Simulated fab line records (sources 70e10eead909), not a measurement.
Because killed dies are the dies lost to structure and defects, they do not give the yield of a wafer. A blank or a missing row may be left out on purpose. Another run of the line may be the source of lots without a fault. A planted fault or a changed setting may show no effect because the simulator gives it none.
Comparing a struck lot with a sound one ; flow nand_harc ; 44 out of 1302 route steps
Sound: these wafers, L501.3, L501.4, L501.5. Wafers L515.1, L515.4, L515.6 were the ones struck. At the end, the cause is stated.
Order at every step that has rows: each side's tool, ch and its chambers, its first start. Under that, the readings that differ: sound wafers ; struck wafers ; difference of the means ; sigmas: that difference in standard deviations of wafers without a fault.
alike: a reading whose means differ by less than 2 such deviations, as well as words and numbers matching on both sides. not compared: withheld readings; readings where some wafer has no value; bounds like >300 that might hide an equal value; numbers whose values overlap and for which the record gives no deviation.
Wherever a step has rows on one side only, a row that says differs or no value, or a row with sigmas, the two part there. Non-overlapping numbers with no deviation appear without sigmas and do not part them. Lack of a reading on every wafer of one side parts them only where that side has two or more wafers.

first, 7 steps without rows for these wafers: NHARC_P_GATE_HMDS_39 (time 30 s); NHARC_P_GATE_COAT_40; NHARC_P_GATE_SOFTBAKE_41 (time 95 s); NHARC_P_GATE_EBR_42; NHARC_P_GATE_EXPOSE_43 (exposes mask P NSD, target cd 720 nm); NHARC_P_GATE_PEB_44 (peb time 85 s); NHARC_P_GATE_DEVELOP_45 (time 70 s).
NHARC_P_GATE_CD_MEAS_46: target cd 720 nm.
  sound on cd_sem-03 ch 0, day 6 05:13; struck on cd_sem-03 ch 0, day 12 03:22
  alike: cd_nm
then, 1 step without rows for these wafers: NHARC_P_GATE_HARDBAKE_47 (time 80 s).
NHARC_P_GATE_DESCUM_48: chemistry O2, time 3 s.
  sound on rie_diel-04 ch 0,1,2, day 6 05:23; struck on rie_diel-04 ch 0,1, day 12 03:33
  alike: drypump_motor_current_A, mfc_ar_sccm, oes_product_au, rf_vpp_V, showerhead_plenum_p_Torr, throttle_valve_pct
  not compared: rf_hours_counter_h
after that, 1 step had no rows for these wafers: NHARC_P_GATE_IMPLANT_49.
NHARC_P_GATE_STRIP_111: strips in N2/H2, time 250 s.
  sound on plasma_asher-01 ch 0,1, day 6 05:50; struck on plasma_asher-01 ch 0, day 12 03:58
  alike: drypump_motor_current_A, heater_power_w
  not compared: rf_hours_counter_h
NHARC_P_GATE_STRIP_75: strips in O2.
  sound on plasma_asher-01 ch 0,1, day 6 06:04; struck on plasma_asher-01 ch 0, day 12 04:14
  alike: drypump_motor_current_A, heater_power_w
  not compared: rf_hours_counter_h
then, 9 steps without rows for these wafers: NHARC_P_GATE_STRIP_50 (strips in SPM, time 900 s); NHARC_P_GATE_DEHYDRATE_51 (time 120 s); NHARC_P_GATE_HMDS_52 (time 30 s); NHARC_P_GATE_COAT_53; NHARC_P_GATE_SOFTBAKE_54 (time 95 s); NHARC_P_GATE_EBR_55; NHARC_P_GATE_EXPOSE_56 (exposes mask P PSD, target cd 720 nm); NHARC_P_GATE_PEB_57 (peb time 85 s); NHARC_P_GATE_DEVELOP_58 (time 70 s).
NHARC_P_GATE_CD_MEAS_59: target cd 720 nm.
  sound on cd_sem-03 ch 0, day 6 06:58; struck on cd_sem-03 ch 0, day 12 05:09
  alike: cd_nm
then, 3 steps without rows for these wafers: NHARC_P_GATE_HARDBAKE_60 (time 80 s); NHARC_P_GATE_DESCUM_61 (chemistry O2, time 3 s); NHARC_P_GATE_IMPLANT_62.
NHARC_P_GATE_STRIP_112: strips in N2/H2, time 200 s.
  sound on plasma_asher-01 ch 0,1, day 6 07:35; struck on plasma_asher-02 ch 0, day 12 05:54
reading;sound;struck;difference;sigmas
heater_power_w (W);91 93 93;83 83 80;-10;-2
  alike: drypump_motor_current_A
  not compared: rf_hours_counter_h
NHARC_P_GATE_STRIP_76: strips in O2.
  sound on plasma_asher-01 ch 0,1, day 6 07:46; struck on plasma_asher-02 ch 0, day 12 06:10
reading;sound;struck;difference;sigmas
heater_power_w (W);355 354 360;311 305 310;-48;-3
  alike: drypump_motor_current_A
  not compared: rf_hours_counter_h
then, 9 steps without rows for these wafers: NHARC_P_GATE_STRIP_63 (strips in SPM, time 900 s); NHARC_P_GATE_DEHYDRATE_83 (time 120 s); NHARC_P_GATE_HMDS_84 (time 30 s); NHARC_P_GATE_COAT_85; NHARC_P_GATE_SOFTBAKE_86 (time 95 s); NHARC_P_GATE_EBR_87; NHARC_P_GATE_EXPOSE_88 (exposes mask P HVN, target cd 2000 nm); NHARC_P_GATE_PEB_89 (peb time 85 s); NHARC_P_GATE_DEVELOP_90 (time 70 s).
NHARC_P_GATE_CD_MEAS_91: target cd 2000 nm.
  sound on cd_sem-02 ch 0, day 6 08:48; struck on cd_sem-02 ch 0, day 12 07:05
  alike: cd_nm
then, 1 step without rows for these wafers: NHARC_P_GATE_HARDBAKE_92 (time 80 s).
NHARC_P_GATE_DESCUM_93: chemistry O2, time 3 s.
  sound on rie_diel-03 ch 1,2, day 6 08:59; struck on rie_diel-04 ch 0,1, day 12 07:14
reading;sound;struck;difference;sigmas
showerhead_plenum_p_Torr (Torr);1.79 1.84 1.79;1.93 2.02 1.93;+0.15;+2
  alike: drypump_motor_current_A, mfc_ar_sccm, oes_product_au, rf_vpp_V, throttle_valve_pct
  not compared: rf_hours_counter_h
then, 2 steps without rows for these wafers: NHARC_P_GATE_IMPLANT_94; NHARC_P_GATE_STRIP_113 (strips in N2/H2, time 740 s).
NHARC_P_GATE_INSPECT_68:
  sound on defect_inspect-02, day 6 12:04; struck on defect_inspect-02, day 12 10:10
reading;sound;struck;difference;sigmas
raw_defect_count;108 162 140;505 501 483;+360;+5
-- record jumps: 18 days between struck wafers' starts before vs after; left off in module P_GATE, resumes in module END, first step shown is number 1302 of the route --
NHARC_END_SORT_01:
  only the struck wafers appear in the record here, on prober-01 ch 0 at day 30 05:01; the sound ones have no rows

## WHERE THEY PART
At NHARC_P_GATE_STRIP_112 first; at NHARC_END_SORT_01 last (within this record only).

WHY: the cause the simulator had injected
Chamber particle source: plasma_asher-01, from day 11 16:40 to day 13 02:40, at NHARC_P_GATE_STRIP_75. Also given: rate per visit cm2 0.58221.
